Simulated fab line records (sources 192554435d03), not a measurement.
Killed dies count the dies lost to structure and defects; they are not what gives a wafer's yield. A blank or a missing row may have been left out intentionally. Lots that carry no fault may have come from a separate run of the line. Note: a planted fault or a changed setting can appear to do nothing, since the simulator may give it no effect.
8D (eight disciplines) problem report, filled in by code    flow n5-finfet    the parts of the form that need people (team, actions taken, sign-off) are left out

## 1. WHAT WENT WRONG
Wafers without a fault read 394, standard deviation 91; raw-defect-count at N5_BEOL_M9_INSPECT_30 reads a mean of 891 on 2 wafers belonging to 2 lots. Measured from the usual mean, that is +5.5 standard deviations.
The step: inspects for defects (brightfield).
The first sign was on wafer L652.4 at day 11 19:44, on defect-inspect-02. At this step, 30 wafers from 10 lots have a number in the record. The rule behind "out" and "out of limits": a value lying over 4 standard deviations away from the usual mean. The rest of the wafers with a number are treated as sound.

## 2. WHAT IT IS, WHAT IT ISN'T
question                     is                                    is not
which readings at this step  raw-defect-count                      -
which lots                   L652, L656                            L659, L662, L664, L665, L666, L668, L669, L670
which wafers of those lots   L652.4, L656.6                        L652.2, L652.3, L656.2, L656.5
read on which gauges         defect-inspect-01, defect-inspect-02  -
when                         from day 11 19:44                     up to then (2 sound wafers); but 26 sound wafers of L656, L659, L662, L664, L665, L666, L668, L669, L670 came after

## 3. WHAT RULES OUT EACH SUSPECT
Counting: any tool at a process step up to the reading remains a suspect provided it ran every lot that is out. Sound lots after the first of them don't rule it out here, since some wafers of a struck lot are sound.
- the gauge at N5_BEOL_M9_INSPECT_30: ruled out. The wafers that are out were read on 2 gauges (defect-inspect-01, defect-inspect-02).
- rie-diel-05 at N5_BEOL_M9_ETCH_61 (etches SiARC in CF4, target depth 39 nm, time 65 s): kept. It ran every lot that is out, first L652 (day 11 17:39).
- Within rie-diel-05 at N5_BEOL_M9_ETCH_61: the wafers that are out ran in chamber 3; their sound lot-mates ran in chambers 1, 2.
Left after counting: rie-diel-05 at N5_BEOL_M9_ETCH_61.

## 4. THE CAUSE (what the simulator had put in)
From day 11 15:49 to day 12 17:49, rie-diel-05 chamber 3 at N5_BEOL_M9_ETCH_61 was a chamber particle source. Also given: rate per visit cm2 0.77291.
After counting, this tool was the only one left.

## 5. THE EFFECT CHAIN, in route order
One row per reading whose mean, taken over the struck wafers that have a number, lies over 3 standard deviations from the usual. Scope: only readings with a usual standard deviation given in the record; hours: median across lots of the time from each lot's start at the first step in this table that gives one to its start at this step; sigmas: change in usual standard deviations.
hours  step                     reading               usual   on struck wafers  change  sigmas
0      N5_BEOL_M9_INSPECT_30    raw-defect-count      394     891               +497    +5.5
63     N5_PASSIVATION_PROBE_49  defect-limited-yield  91.2 %  81.0              -10.2   -6.8
63     N5_PASSIVATION_PROBE_49  killed_at_M4_up       13      122               +108    +20
63     N5_PASSIVATION_PROBE_49  killed-dies           103     224               +122    +7.1
63     N5_PASSIVATION_PROBE_49  sort_bin_5_function   5.2 %   11.3              +6.1    +6.5
63     N5_PASSIVATION_PROBE_49  sort_bin_6_memory     3.3 %   5.2               +2.0    +3.0
63     N5_PASSIVATION_PROBE_49  sort-n-pass           1077    956               -122    -7.1
63     N5_PASSIVATION_PROBE_49  sort-yield-pct        91.2 %  81.0              -10.2   -6.8
Here are the process steps it includes:
- N5_PASSIVATION_PROBE_49

## 6. HOW IT WOULD HAVE BEEN CAUGHT EARLIER
Counted from the fault's start at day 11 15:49, it took 4 hours until the first out-of-limits reading at a measuring or inspecting step in this record, taken at day 11 19:44.
Tool readings at N5_BEOL_M9_ETCH_61 with a usual standard deviation given in the record: none out on any struck wafer, hence no alarm at a limit of 4 standard deviations on them.
L656, from the lots that are out (2), started N5_BEOL_M9_ETCH_61 on rie-diel-05 later than day 11 19:44. Holding the tool at that time would have saved it.
